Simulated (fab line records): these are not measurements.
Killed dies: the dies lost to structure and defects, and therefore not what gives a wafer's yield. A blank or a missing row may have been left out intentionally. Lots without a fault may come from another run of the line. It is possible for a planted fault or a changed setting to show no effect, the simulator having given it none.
Split-lot study    flow n5 finfet    route with 1938 steps; 7 lots, 21 wafers read

## ABOUT THE SPLIT
At N5_BEOL_M8_TRENCH_ETCH_37 (etches SiCOH lowk in C4F6/O2, target depth 93.478 nm, time 31.2 s), the setting time s was moved away from the recipe's 31.2 s on 6 of the 21 wafers read, by -12.3% to +17.8%. This setting was run at the recipe's value on the other wafers.

## FROM THE SPLIT TO THE READING: what the file shows between them, 8 steps
- N5_BEOL_M8_ETCH_41: etches SiCN in CH3F/O2, target depth 31.9 nm, time 57.8 s
- N5_BEOL_M8_STRIP_80: strips in N2/H2, time 10 s
- N5_BEOL_M8_OCD_MEAS_38
- N5_BEOL_M8_HM_STRIP_39: strips TiN in peroxide tin strip, target depth 25 nm, time 158 s
- N5_BEOL_M8_SRD_40: time 30 s
- N5_BEOL_M8_ECD_50: material Cu, target thk 300 nm
- N5_BEOL_M8_ANNEAL_51: time 90 s
- N5_BEOL_M8_CMP_52: polishes, stops on SiCOH lowk, t overpolish 6.9 s, target thk 80 nm

## THE READING
M8_THK, in nm, at N5_BEOL_M8_THK_MEAS_53 (measures by xrf). Typical for fault-free wafers on this fab line: 80.9 nm, with standard deviation 2.6 nm.

wafer   tool, chamber at the split  time s as run, s  against the recipe  M8_THK, nm  against lot-mates on the recipe
L074.1  rie diel-06, 3              36.75             +17.8%              97.3        +15.5
L074.2  rie diel-06, 1              31.2              recipe              82.3        -
L074.4  rie diel-06, 0              31.2              recipe              81.4        -
L081.2  rie diel-04, 0              27.36             -12.3%              68.3        -13.2
L081.3  rie diel-04, 2              27.36             -12.3%              63.6        -17.9
L081.5  rie diel-04, 1              31.2              recipe              81.5        -
L088.2  rie diel-06, 2              31.2              recipe              87.0        -
L088.3  rie diel-06, 0              31.2              recipe              77.5        -
L088.6  rie diel-06, 3              31.2              recipe              82.1        -
L089.2  rie diel-04, 3              31.2              recipe              78.2        -
L089.3  rie diel-04, 0              34.15             +9.5%               88.7        +11.5
L089.4  rie diel-04, 2              31.2              recipe              76.3        -
L091.2  rie diel-06, 3              33.48             +7.3%               86.4        +2.1
L091.4  rie diel-06, 2              31.2              recipe              84.3        -
L091.5  rie diel-06, 3              33.48             +7.3%               86.5        +2.2
L094.1  rie diel-06, 0              31.2              recipe              83.9        -
L094.4  rie diel-06, 2              31.2              recipe              84.9        -
L094.6  rie diel-06, 0              31.2              recipe              87.2        -
L096.1  rie diel-06, 1              31.2              recipe              79.4        -
L096.4  rie diel-06, 3              31.2              recipe              78.4        -
L096.6  rie diel-06, 0              31.2              recipe              83.8        -

THE FIT
A straight line over all 21 wafers: M8_THK changes by +0.996 nm for each +1% of time s; r = +0.89; the points scatter about the line by 3.3 nm.
The same after taking each lot's own level away (the mean of its wafers on the recipe; 21 wafers): +0.995 nm for each +1%; r = +0.92; scatter 2.8 nm.
Per that fit: largest time s move, reading shift of 18 nm.
Measured against the standard deviation above, the lots' own levels, which go from 77.25 to 85.33 nm, span 3.1 times it.
The two slopes are in agreement: the lot-to-lot level therefore moves the slope only a little.
Check: +17.9 nm against its lot-mates is what the line predicts for one of the wafers moved furthest among these (+17.8%) when that wafer is left out of the fit. Against them it came out at +15.5 nm.

## FURTHER SPLITS ON THESE WAFERS
Other splits were also applied to these wafers ahead of the reading. Each is held against what the fit with the lots' levels taken away leaves over:
other split on the same wafers  wafers away from the commonest value  r with M8_THK (lot level and that fit taken away)
N5_BEOL_M7_COAT_71 spin rpm     10                                    +0.24
N5_BEOL_M7_DESCUM_33 time s     5                                     -0.06

## THE WHOLE CHAIN: every reading that the file lists as answering this split, in the file's order
step                       what it does                                                         reading                                                                       change (the file's fit)                r (the file's)
N5_BEOL_M8_TRENCH_ETCH_37  etches SiCOH lowk in C4F6/O2, target depth 93.478 nm, time 31.2 s    etch.depth nm (the simulator's own value, which no gauge read)                +1 nm for each +1% of the setting      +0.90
N5_BEOL_M8_TRENCH_ETCH_37  etches SiCOH lowk in C4F6/O2, target depth 93.478 nm, time 31.2 s    BEOL_M8.feature depth nm (the simulator's own value, which no gauge read)     +1 nm for each +1% of the setting      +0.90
N5_BEOL_M8_OCD_MEAS_38                                                                          trench depth nm                                                               +1 nm for each +1% of the setting      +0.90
N5_BEOL_M8_CMP_52          polishes, stops on SiCOH lowk, t overpolish 6.9 s, target thk 80 nm  Cu_of_BEOL_M8_ECD_50.thk nm (the simulator's own value, which no gauge read)  +0.958 nm for each +1% of the setting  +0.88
N5_BEOL_M8_THK_MEAS_53     measures by xrf                                                      M8_THK                                                                        +0.968 for each +1% of the setting     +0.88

## THE FILE'S OWN FIT
M8_THK changes by +0.968 nm for each +1% of time s, r = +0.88.
